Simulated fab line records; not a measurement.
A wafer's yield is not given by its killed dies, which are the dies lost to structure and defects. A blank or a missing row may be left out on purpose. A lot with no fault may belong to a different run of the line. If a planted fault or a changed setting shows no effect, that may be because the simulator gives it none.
fab line records ; flow nand-harc ; part 1 of 2: steps 1 to 23 of 29
record lots=5; wafers=15; last-day=25
route steps=1159 shown A_STAIRCASE@555
lots that met no fault: taken from a fault-free run of the same line
start-h: hours from the record's opening day to when the first of the lot's shown wafers began ; wait-h: hours from the lot's prior step to this one ; " unchanged from the row above ; L1.1+2: a row that stands for several wafers ; - no value, or no start was given ; * or withheld: withheld ; < > ~ a bound
route shown NAME@n: names a module that has steps shown in the file, with the first one's number in the route ; usual: average and standard deviation across the fault-free wafers ; same: alike in all rows ; chamber/n: place in a boat ; sites: per-site readings ; _std_site: standard deviation across them ; _edge_site: mean of outer sites minus mean of inner sites ; radius-mm: how far each site lies from the wafer's centre ; mask NAME#n: copy n ; behind: the tool/chamber that last shaped the wafer ; hold: why the lot was held/for how many hours/how that ended ; device: the transistor (n, p or np) that didn't switch ; end of line: the tests these same wafers got at the end of their route ; where a step has no rows: the recipe by itself ; killed: dies that structure and defects cost at the first sort, which is not the same as the wafer's yield ; map: dies across one wafer; x = killed, . = not, _ = none there
set.NAME: setting as actually run; set.NAME@STEP: the setting as run at that earlier step ; model.NAME: the simulator's own value behind a step, which no gauge read
certain route steps with their lots: each step a table, each wafer a row
services: a tool's chamber out of use, with start hour (start-h, from the record's first day; less than 0 if before it), hours out, and reason
## steps
# step NHARC_A_STAIRCASE_ETCH_19
# recipe target-depth-a=1000; time-s=40.5; ion-energy-ev=400; c4f8-flow-sccm=20; o2-flow-sccm=10; ar-flow-sccm=withheld; rf-w=600; bias-w=1000; chemistry=C4F8/O2
# usual oes-product-au=0.937/0.011; rf-vpp-V=895/4
lot.wafer;tool;chamber;start-h;wait-h;oes-product-au;rf-hours-counter-h;rf-vpp-V
L078.3;rie-diel-10;2;-;-;0.952;26;900
L078.2;rie-diel-10;0;-;-;0.943;27;899
L078.6;rie-diel-10;2;-;-;0.955;-;900
L085.1;rie-diel-10;1;-;-;0.939;37;891
L085.4;rie-diel-10;2;-;-;0.952;38;899
L085.5;rie-diel-10;0;-;-;0.934;-;899
L084.4;rie-diel-10;0;-;-;0.947;41;901
L084.2;rie-diel-10;2;-;-;0.944;39;898
L084.5;rie-diel-10;3;-;-;0.941;-;891
L087.1;rie-diel-05;0;-;-;0.948;51;894
L087.3;rie-diel-05;1;-;-;0.950;44;891
L087.6;rie-diel-05;0;-;-;0.943;-;893
L097.4;rie-diel-10;3;-;-;0.926;9;889
L097.3;rie-diel-10;1;-;-;0.937;7;890
L097.1;rie-diel-10;2;-;-;0.945;7;897
# step NHARC_A_STAIRCASE_TRIM_20
# recipe time-s=211.2; o2-flow-sccm=500; ar-flow-sccm=0; bias-w=0; chemistry=O2
# usual drypump-motor-current-A=5.9/0.51; oes-product-au=0.997/0.0089; rf-vpp-V=57.8/0.88; showerhead-plenum-p-Torr=3.50/0.1; throttle-valve-pct=17.038/0.0097
lot.wafer;tool;chamber;start-h;wait-h;drypump-motor-current-A;oes-product-au;rf-hours-counter-h;rf-vpp-V;showerhead-plenum-p-Torr;throttle-valve-pct
L078.3;rie-diel-10;0;257.42;0.1;5.5;0.994;27;57.9;3.64;17.044
L078.2;rie-diel-10;3;257.42;0.1;5.2;0.996;28;57.7;3.40;17.020
L078.6;rie-diel-10;1;257.42;0.1;6.7;0.993;-;56.5;3.43;17.044
L085.1;rie-diel-05;2;292.23;0.1;6.7;0.995;41;57.0;3.67;17.043
L085.4;rie-diel-05;0;292.23;0.1;5.9;0.994;45;57.3;3.45;17.023
L085.5;rie-diel-05;2;292.23;0.1;6.7;0.997;-;58.9;3.67;17.027
L084.4;rie-diel-05;0;296.96;0.1;5.9;0.992;47;59.0;3.45;17.047
L084.2;rie-diel-05;1;296.96;0.1;5.3;1.007;40;57.6;3.37;17.028
L084.5;rie-diel-05;2;296.96;0.1;6.7;0.994;-;58.9;3.67;17.036
L087.3;rie-diel-05;2;311.90;0.1;6.7;0.996;47;59.4;3.67;17.038
L087.1;rie-diel-05;1;311.90;0.1;5.3;0.998;44;57.2;3.36;17.057
L087.6;rie-diel-05;3;311.90;0.1;5.7;0.998;-;57.0;3.40;17.035
L097.4;rie-diel-10;3;387.59;0.1;5.2;0.985;9;56.8;3.38;17.021
L097.3;rie-diel-10;0;387.59;0.1;5.4;1.026;9;57.1;3.61;17.050
L097.1;rie-diel-10;1;387.59;0.1;6.7;1.006;7;58.9;3.41;17.035
# step NHARC_A_STAIRCASE_ETCH_21
# recipe target-depth-a=1000; time-s=40.5; ion-energy-ev=400; c4f8-flow-sccm=20; o2-flow-sccm=10; ar-flow-sccm=withheld; rf-w=600; bias-w=1000; chemistry=C4F8/O2
# usual oes-product-au=0.942/0.019; rf-vpp-V=895/3.8
lot.wafer;tool;chamber;start-h;wait-h;oes-product-au;rf-hours-counter-h;rf-vpp-V
L078.3;rie-diel-10;3;-;-;0.922;28;892
L078.2;rie-diel-10;1;-;-;0.932;26;892
L078.6;rie-diel-10;3;-;-;0.930;-;890
L085.4;rie-diel-05;1;-;-;0.953;39;889
L085.1;rie-diel-05;2;-;-;0.945;41;902
L085.5;rie-diel-05;2;-;-;0.950;-;900
L084.4;rie-diel-05;2;-;-;0.910;42;901
L084.2;rie-diel-05;1;-;-;0.928;40;891
L084.5;rie-diel-05;2;-;-;0.915;-;901
L087.1;rie-diel-05;3;-;-;0.929;51;891
L087.3;rie-diel-05;0;-;-;0.955;52;893
L087.6;rie-diel-05;1;-;-;0.947;-;890
L097.3;rie-diel-10;3;-;-;0.931;9;890
L097.1;rie-diel-10;0;-;-;0.978;9;900
L097.4;rie-diel-10;1;-;-;0.954;8;891
# step NHARC_A_STAIRCASE_TRIM_22
# recipe time-s=211.2; o2-flow-sccm=500; ar-flow-sccm=0; bias-w=0; chemistry=O2
# usual drypump-motor-current-A=5.9/0.49; oes-product-au=0.997/0.01; rf-vpp-V=57.7/0.87; showerhead-plenum-p-Torr=3.50/0.1; throttle-valve-pct=17.036/0.0098
lot.wafer;tool;chamber;start-h;wait-h;drypump-motor-current-A;oes-product-au;rf-hours-counter-h;rf-vpp-V;showerhead-plenum-p-Torr;throttle-valve-pct
L078.3;rie-diel-10;3;-;-;5.2;0.995;28;58.9;3.40;17.058
L078.2;rie-diel-10;1;-;-;6.7;0.988;26;56.1;3.43;17.033
L078.6;rie-diel-10;3;-;-;5.2;0.996;-;58.7;3.40;17.043
L085.1;rie-diel-05;2;-;-;6.7;0.996;41;58.3;3.67;17.031
L085.4;rie-diel-05;1;-;-;5.3;1.001;39;56.4;3.37;17.033
L085.5;rie-diel-05;3;-;-;5.8;0.980;-;56.9;3.40;17.042
L084.4;rie-diel-05;3;-;-;5.7;0.976;46;57.9;3.40;17.034
L084.2;rie-diel-05;1;-;-;5.3;1.005;40;58.1;3.37;17.047
L084.5;rie-diel-05;2;-;-;6.7;0.982;-;57.9;3.67;17.037
L087.1;rie-diel-05;0;-;-;5.9;0.994;52;56.5;3.45;17.036
L087.3;rie-diel-05;1;-;-;5.3;1.007;45;56.9;3.36;17.041
L087.6;rie-diel-05;0;-;-;5.9;0.996;-;58.3;3.45;17.053
L097.4;rie-diel-10;3;-;-;5.2;0.980;9;58.7;3.38;17.045
L097.3;rie-diel-10;1;-;-;6.7;1.003;8;57.1;3.41;17.033
L097.1;rie-diel-10;2;-;-;6.2;1.006;8;56.0;3.58;17.030
# step NHARC_A_STAIRCASE_ETCH_23
# recipe target-depth-a=1000; time-s=40.5; ion-energy-ev=400; c4f8-flow-sccm=20; o2-flow-sccm=10; ar-flow-sccm=withheld; rf-w=600; bias-w=1000; chemistry=C4F8/O2
# usual oes-product-au=0.940/0.014; rf-vpp-V=895/3.9
lot.wafer;tool;chamber;start-h;wait-h;oes-product-au;rf-hours-counter-h;rf-vpp-V
L078.3;rie-diel-10;0;-;-;0.946;28;899
L078.2;rie-diel-10;3;-;-;0.936;28;891
L078.6;rie-diel-10;1;-;-;0.937;-;894
L085.4;rie-diel-05;3;-;-;0.912;45;890
L085.1;rie-diel-05;2;-;-;0.924;41;902
L085.5;rie-diel-05;3;-;-;0.915;-;891
L084.2;rie-diel-05;0;-;-;0.946;47;893
L084.4;rie-diel-05;2;-;-;0.931;42;899
L084.5;rie-diel-05;3;-;-;0.931;-;891
L087.1;rie-diel-05;0;-;-;0.941;52;893
L087.3;rie-diel-05;1;-;-;0.953;45;889
L087.6;rie-diel-05;0;-;-;0.934;-;893
L097.3;rie-diel-10;3;-;-;0.919;9;892
L097.4;rie-diel-10;0;-;-;0.957;9;899
L097.1;rie-diel-10;1;-;-;0.953;8;891
# step NHARC_A_STAIRCASE_TRIM_24
# recipe time-s=211.2; o2-flow-sccm=500; ar-flow-sccm=0; bias-w=0; chemistry=O2
# usual drypump-motor-current-A=5.9/0.5; oes-product-au=0.998/0.01; rf-vpp-V=57.7/0.81; showerhead-plenum-p-Torr=3.50/0.1; throttle-valve-pct=17.036/0.0092
lot.wafer;tool;chamber;start-h;wait-h;drypump-motor-current-A;oes-product-au;rf-hours-counter-h;rf-vpp-V;showerhead-plenum-p-Torr;throttle-valve-pct
L078.2;rie-diel-10;3;-;-;5.2;0.999;28;58.6;3.40;17.048
L078.3;rie-diel-10;0;-;-;5.4;0.997;28;58.1;3.64;17.036
L078.6;rie-diel-10;2;-;-;6.3;1.020;-;58.7;3.61;17.047
L085.4;rie-diel-05;3;-;-;5.7;0.981;45;57.2;3.40;17.028
L085.1;rie-diel-05;0;-;-;5.9;0.999;46;57.1;3.45;17.042
L085.5;rie-diel-05;3;-;-;5.7;0.983;-;58.0;3.40;17.046
L084.2;rie-diel-05;2;-;-;6.7;0.993;42;57.7;3.67;17.036
L084.4;rie-diel-05;1;-;-;5.3;1.008;40;57.4;3.37;17.051
L084.5;rie-diel-05;3;-;-;5.8;0.993;-;57.1;3.40;17.028
L087.3;rie-diel-05;3;-;-;5.7;0.980;51;57.1;3.40;17.051
L087.1;rie-diel-05;0;-;-;5.9;0.989;52;57.1;3.45;17.041
L087.6;rie-diel-05;3;-;-;5.8;0.985;-;58.3;3.40;17.046
L097.3;rie-diel-10;0;-;-;5.4;1.010;9;58.5;3.61;17.037
L097.4;rie-diel-10;1;-;-;6.7;1.002;8;58.1;3.41;17.045
L097.1;rie-diel-10;3;-;-;5.2;0.984;9;56.3;3.38;17.036
# step NHARC_A_STAIRCASE_ETCH_25
# recipe target-depth-a=1000; time-s=40.5; ion-energy-ev=400; c4f8-flow-sccm=20; o2-flow-sccm=10; ar-flow-sccm=withheld; rf-w=600; bias-w=1000; chemistry=C4F8/O2
# usual oes-product-au=0.938/0.012; rf-vpp-V=895/3.7
lot.wafer;tool;chamber;start-h;wait-h;oes-product-au;rf-hours-counter-h;rf-vpp-V
L078.2;rie-diel-10;2;-;-;0.933;27;899
L078.3;rie-diel-10;3;-;-;0.934;29;893
L078.6;rie-diel-10;2;-;-;0.932;-;899
L085.4;rie-diel-05;2;-;-;0.943;41;900
L085.1;rie-diel-05;3;-;-;0.913;45;891
L085.5;rie-diel-05;1;-;-;0.950;-;891
L084.2;rie-diel-05;2;-;-;0.928;42;901
L084.4;rie-diel-05;3;-;-;0.942;46;891
L084.5;rie-diel-05;1;-;-;0.943;-;891
L087.3;rie-diel-05;2;-;-;0.933;47;901
L087.1;rie-diel-05;3;-;-;0.922;51;891
L087.6;rie-diel-05;0;-;-;0.929;-;893
L097.4;rie-diel-10;0;-;-;0.949;9;899
L097.3;rie-diel-10;2;-;-;0.926;8;898
L097.1;rie-diel-10;3;-;-;0.922;9;891
# step NHARC_A_STAIRCASE_TRIM_26
# recipe time-s=211.2; o2-flow-sccm=500; ar-flow-sccm=0; bias-w=0; chemistry=O2
# usual drypump-motor-current-A=5.9/0.49; oes-product-au=0.997/0.0095; rf-vpp-V=57.8/0.93; showerhead-plenum-p-Torr=3.50/0.1; throttle-valve-pct=17.036/0.0085
lot.wafer;tool;chamber;start-h;wait-h;drypump-motor-current-A;oes-product-au;rf-hours-counter-h;rf-vpp-V;showerhead-plenum-p-Torr;throttle-valve-pct
L078.3;rie-diel-10;0;-;-;5.5;0.999;28;57.6;3.64;17.040
L078.2;rie-diel-10;2;-;-;6.3;1.002;27;58.1;3.61;17.030
L078.6;rie-diel-10;3;-;-;5.2;1.000;-;55.8;3.40;17.027
L085.4;rie-diel-05;3;-;-;5.7;0.979;45;57.1;3.40;17.040
L085.1;rie-diel-05;1;-;-;5.3;0.989;39;56.7;3.37;17.012
L085.5;rie-diel-05;0;-;-;5.8;0.990;-;56.6;3.45;17.037
L084.4;rie-diel-05;3;-;-;5.7;0.989;47;58.0;3.40;17.040
L084.2;rie-diel-05;0;-;-;5.9;1.007;47;57.5;3.45;17.044
L084.5;rie-diel-05;2;-;-;6.7;0.990;-;58.9;3.67;17.032
L087.3;rie-diel-05;2;-;-;6.7;0.995;47;57.9;3.67;17.046
L087.1;rie-diel-05;3;-;-;5.7;0.978;51;58.6;3.40;17.044
L087.6;rie-diel-05;2;-;-;6.7;0.992;-;57.1;3.67;17.038
L097.3;rie-diel-10;3;-;-;5.2;0.984;9;57.8;3.38;17.048
L097.4;rie-diel-10;0;-;-;5.5;1.023;9;57.1;3.61;17.034
L097.1;rie-diel-10;1;-;-;6.7;0.999;8;56.7;3.41;17.036
# step NHARC_A_STAIRCASE_ETCH_27
# recipe target-depth-a=1000; time-s=40.5; ion-energy-ev=400; c4f8-flow-sccm=20; o2-flow-sccm=10; ar-flow-sccm=withheld; rf-w=600; bias-w=1000; chemistry=C4F8/O2
# usual oes-product-au=0.936/0.013; rf-vpp-V=895/3.9
lot.wafer;tool;chamber;start-h;wait-h;oes-product-au;rf-hours-counter-h;rf-vpp-V
L078.2;rie-diel-10;2;-;-;0.925;28;898
L078.3;rie-diel-10;1;-;-;0.926;27;893
L078.6;rie-diel-10;3;-;-;0.910;-;890
L085.1;rie-diel-05;1;-;-;0.961;39;890
L085.4;rie-diel-05;2;-;-;0.930;41;902
L085.5;rie-diel-05;1;-;-;0.950;-;890
L084.4;rie-diel-05;0;-;-;0.930;47;892
L084.2;rie-diel-05;1;-;-;0.942;40;891
L084.5;rie-diel-05;2;-;-;0.926;-;902
L087.3;rie-diel-05;3;-;-;0.909;51;892
L087.1;rie-diel-05;0;-;-;0.921;52;894
L087.6;rie-diel-05;3;-;-;0.917;-;891
L097.4;rie-diel-10;1;-;-;0.924;8;892
L097.1;rie-diel-10;2;-;-;0.932;8;898
L097.3;rie-diel-10;0;-;-;0.946;9;901
# step NHARC_A_STAIRCASE_STRIP_175
# recipe power-w=1500; temp-c=250; chemistry=O2
# usual drypump-motor-current-A=5.72/0.21; heater-power-w=346/30
lot.wafer;tool;chamber;start-h;wait-h;drypump-motor-current-A;heater-power-w;rf-hours-counter-h
L078.2;plasma-asher-01;1;259.43;0.1;5.41;371;54
L078.3;plasma-asher-01;0;259.43;0.1;5.98;365;-
L078.6;plasma-asher-01;0;259.43;0.1;6.00;375;-
L085.1;plasma-asher-02;1;293.58;0.1;5.81;340;34
L085.4;plasma-asher-02;1;293.58;0.1;5.83;327;-
L085.5;plasma-asher-02;0;293.58;0.1;5.69;290;-
L084.2;plasma-asher-01;1;298.08;0.1;5.44;367;5
L084.4;plasma-asher-01;1;298.08;0.1;5.43;364;-
L084.5;plasma-asher-01;0;298.08;0.1;5.96;379;-
L087.1;plasma-asher-02;0;313.01;0.1;5.68;289;40
L087.3;plasma-asher-02;0;313.01;0.1;5.71;294;-
L087.6;plasma-asher-02;0;313.01;0.1;5.67;294;-
L097.1;plasma-asher-01;0;388.81;0.1;5.95;365;40
L097.4;plasma-asher-01;1;388.81;0.1;5.45;372;-
L097.3;plasma-asher-01;0;388.81;0.1;5.94;372;-
# step NHARC_A_STAIRCASE_STRIP_148
# recipe time-s=900; temp-c=130; chemistry=SPM
# usual bath-guard-temp-C=130.0/0.51
lot.wafer;tool;chamber;start-h;wait-h;bath-guard-temp-C
L078.2;wet-bench-04;0;259.74;0.3;130.3
L078.6;wet-bench-04;2;259.74;0.3;130.9
L078.3;wet-bench-04;4;259.74;0.3;130.0
L085.1;wet-bench-04;4;293.93;0.3;130.1
L085.5;wet-bench-04;7;293.93;0.3;129.5
L085.4;wet-bench-04;0;293.93;0.3;130.2
L084.4;wet-bench-04;4;298.45;0.2;130.5
L084.2;wet-bench-04;6;298.45;0.2;130.3
L084.5;wet-bench-04;0;298.45;0.2;130.0
L087.1;wet-bench-04;7;313.31;0.3;129.2
L087.6;wet-bench-04;1;313.31;0.3;130.0
L087.3;wet-bench-04;2;313.31;0.3;131.2
L097.4;wet-bench-09;1;389.11;0.2;129.8
L097.1;wet-bench-09;4;389.11;0.2;129.9
L097.3;wet-bench-09;5;389.11;0.2;130.3
# step NHARC_A_STAIRCASE_PRECLEAN_149
# recipe time-s=*; temp-c=50; bath-age-min=0; chemistry=SC1
# usual bath-guard-temp-C=50.0/0.53; h2o2-flow-mL-min=56.62/0.18
lot.wafer;tool;chamber;start-h;wait-h;bath-guard-temp-C;h2o2-flow-mL-min
L078.2;wet-bench-04;0;-;-;49.7;56.23
L078.6;wet-bench-04;2;-;-;51.5;56.51
L078.3;wet-bench-04;4;-;-;49.8;56.92
L085.1;wet-bench-04;4;-;-;50.0;56.66
L085.5;wet-bench-04;7;-;-;49.5;56.61
L085.4;wet-bench-04;0;-;-;50.0;56.77
L084.4;wet-bench-04;4;-;-;50.2;56.68
L084.2;wet-bench-04;6;-;-;50.6;56.47
L084.5;wet-bench-04;0;-;-;50.2;56.78
L087.1;wet-bench-04;7;-;-;49.5;56.49
L087.6;wet-bench-04;1;-;-;49.8;56.62
L087.3;wet-bench-04;2;-;-;51.2;56.78
L097.4;wet-bench-09;1;-;-;49.6;56.33
L097.1;wet-bench-09;4;-;-;50.0;56.51
L097.3;wet-bench-09;5;-;-;50.3;56.86
# step NHARC_A_STAIRCASE_SRD_150
lot.wafer;tool;chamber;start-h;wait-h
L078.2+6+3;wet-bench-04;0,2,4;-;-
L085.1+5+4;wet-bench-04;4,7,0;-;-
L084.4+2+5;wet-bench-04;4,6,0;-;-
L087.1+6+3;wet-bench-04;7,1,2;-;-
L097.4+1+3;wet-bench-09;1,4,5;-;-
# step NHARC_A_STAIRCASE_DEHYDRATE_176
# recipe temp-c=150; time-s=120
lot.wafer;tool;chamber;start-h;wait-h
L078.2+3+6;litho-track-07;0;260.19;-
L085.1+4+5;litho-track-02;0;294.38;-
L084.2+4+5;litho-track-07;0;298.89;-
L087.1+3+6;litho-track-07;0;313.77;-
L097.1+3+4;litho-track-02;0;389.56;-
# step NHARC_A_STAIRCASE_HMDS_177
# recipe time-s=30
lot.wafer;tool;chamber;start-h;wait-h
L078.2+3+6;litho-track-07;0;-;-
L085.1+4+5;litho-track-02;0;-;-
L084.2+4+5;litho-track-07;0;-;-
L087.1+3+6;litho-track-07;0;-;-
L097.1+3+4;litho-track-02;0;-;-
# step NHARC_A_STAIRCASE_COAT_178
# recipe spin-rpm=1200
lot.wafer;tool;chamber;start-h;wait-h
L078.2+3+6;litho-track-07;0;-;-
L085.1+4+5;litho-track-02;0;-;-
L084.2+4+5;litho-track-07;0;-;-
L087.1+3+6;litho-track-07;0;-;-
L097.1+3+4;litho-track-02;0;-;-
# step NHARC_A_STAIRCASE_SOFTBAKE_179
# recipe temp-c=135; time-s=170
lot.wafer;tool;chamber;start-h;wait-h
L078.2+3+6;litho-track-07;0;-;-
L085.1+4+5;litho-track-02;0;-;-
L084.2+4+5;litho-track-07;0;-;-
L087.1+3+6;litho-track-07;0;-;-
L097.1+3+4;litho-track-02;0;-;-
# step NHARC_A_STAIRCASE_EBR_180
lot.wafer;tool;chamber;start-h;wait-h
L078.2+3+6;litho-track-07;0;-;-
L085.1+4+5;litho-track-02;0;-;-
L084.2+4+5;litho-track-07;0;-;-
L087.1+3+6;litho-track-07;0;-;-
L097.1+3+4;litho-track-02;0;-;-
# step NHARC_A_STAIRCASE_EXPOSE_181
# recipe na=0.5; dose-mj=27.87; mask-id=STAIR_2
# usual focus-offset-nm=-0.1/0.53
lot.wafer;tool;chamber;start-h;wait-h;mask;focus-offset-nm
L078.2;krf-scanner-04;0;260.40;-;STAIR_2#0;-0.3
L078.3;krf-scanner-04;0;260.40;-;STAIR_2#0;-0.1
L078.6;krf-scanner-04;0;260.40;-;STAIR_2#0;-0.8
L085.1;krf-scanner-03;0;294.72;-;STAIR_2#0;-0.6
L085.4;krf-scanner-03;0;294.72;-;STAIR_2#0;0.6
L085.5;krf-scanner-03;0;294.72;-;STAIR_2#0;0.7
L084.2;krf-scanner-03;0;299.11;-;STAIR_2#0;-0.2
L084.4;krf-scanner-03;0;299.11;-;STAIR_2#0;0.3
L084.5;krf-scanner-03;0;299.11;-;STAIR_2#0;-0.5
L087.1;krf-scanner-02;0;314.11;-;STAIR_2#0;0.7
L087.3;krf-scanner-02;0;314.11;-;STAIR_2#0;1.2
L087.6;krf-scanner-02;0;314.11;-;STAIR_2#0;-0.2
L097.1;krf-scanner-02;0;389.89;-;STAIR_2#0;0.1
L097.3;krf-scanner-02;0;389.89;-;STAIR_2#0;-0.7
L097.4;krf-scanner-02;0;389.89;-;STAIR_2#0;-0.2
# step NHARC_A_STAIRCASE_PEB_182
# recipe peb-temp-c=115; peb-time-s=130
lot.wafer;tool;chamber;start-h;wait-h
L078.2+3+6;litho-track-02;0;260.47;0.1
L085.1+4+5;litho-track-03;0;294.78;0.1
L084.2+4+5;litho-track-02;0;299.17;0.1
L087.1+3+6;litho-track-03;0;314.18;0.1
L097.1+3+4;litho-track-07;0;389.96;0.1
# step NHARC_A_STAIRCASE_DEVELOP_183
# recipe time-s=140
lot.wafer;tool;chamber;start-h;wait-h
L078.2+3+6;litho-track-02;0;-;-
L085.1+4+5;litho-track-03;0;-;-
L084.2+4+5;litho-track-02;0;-;-
L087.1+3+6;litho-track-03;0;-;-
L097.1+3+4;litho-track-07;0;-;-
# step NHARC_A_STAIRCASE_HARDBAKE_185
# recipe temp-c=120; time-s=140
lot.wafer;tool;chamber;start-h;wait-h
L078.2+3+6;litho-track-03;0;260.71;-
L085.1+4+5;litho-track-03;0;295.00;-
L084.2+4+5;litho-track-03;0;299.39;-
L087.1+3+6;litho-track-07;0;314.39;-
L097.1+3+4;litho-track-07;0;390.18;-
# step NHARC_A_STAIRCASE_DESCUM_186
# recipe time-s=3; o2-flow-sccm=200; ar-flow-sccm=0; bias-power-w=0; chemistry=O2
# usual drypump-motor-current-A=5.9/0.45; oes-product-au=0.998/0.0097; rf-vpp-V=57.8/0.85; showerhead-plenum-p-Torr=1.90/0.056; throttle-valve-pct=11.311/0.0096
lot.wafer;tool;chamber;start-h;wait-h;drypump-motor-current-A;oes-product-au;rf-hours-counter-h;rf-vpp-V;showerhead-plenum-p-Torr;throttle-valve-pct
L078.2;rie-diel-10;1;260.79;-;6.7;1.001;28;57.7;1.86;11.327
L078.3;rie-diel-10;2;260.79;-;6.3;1.018;28;59.3;1.96;11.316
L078.6;rie-diel-10;2;260.79;-;6.2;1.015;-;57.9;1.96;11.312
L085.4;rie-diel-06;0;295.11;-;6.2;0.991;19;59.7;1.95;11.320
L085.1;rie-diel-06;1;295.11;-;5.7;0.996;18;58.4;1.91;11.298
L085.5;rie-diel-06;0;295.11;-;6.2;0.997;-;59.0;1.95;11.323
L084.2;rie-diel-05;2;299.51;-;6.7;0.995;43;57.2;2.00;11.324
L084.4;rie-diel-05;3;299.51;-;5.7;0.986;47;56.8;1.84;11.290
L084.5;rie-diel-05;1;299.51;-;5.3;1.010;-;56.4;1.82;11.315
L087.1;rie-diel-06;2;314.50;-;5.4;0.993;24;58.2;1.86;11.315
L087.3;rie-diel-06;0;314.50;-;6.2;1.009;27;57.6;1.95;11.318
L087.6;rie-diel-06;1;314.50;-;5.7;0.988;-;57.9;1.90;11.300
L097.3;rie-diel-05;1;390.27;-;5.3;1.000;19;58.0;1.81;11.299
L097.4;rie-diel-05;3;390.27;-;5.7;0.978;18;56.2;1.83;11.314
L097.1;rie-diel-05;0;390.27;-;5.9;0.996;18;58.3;1.86;11.306
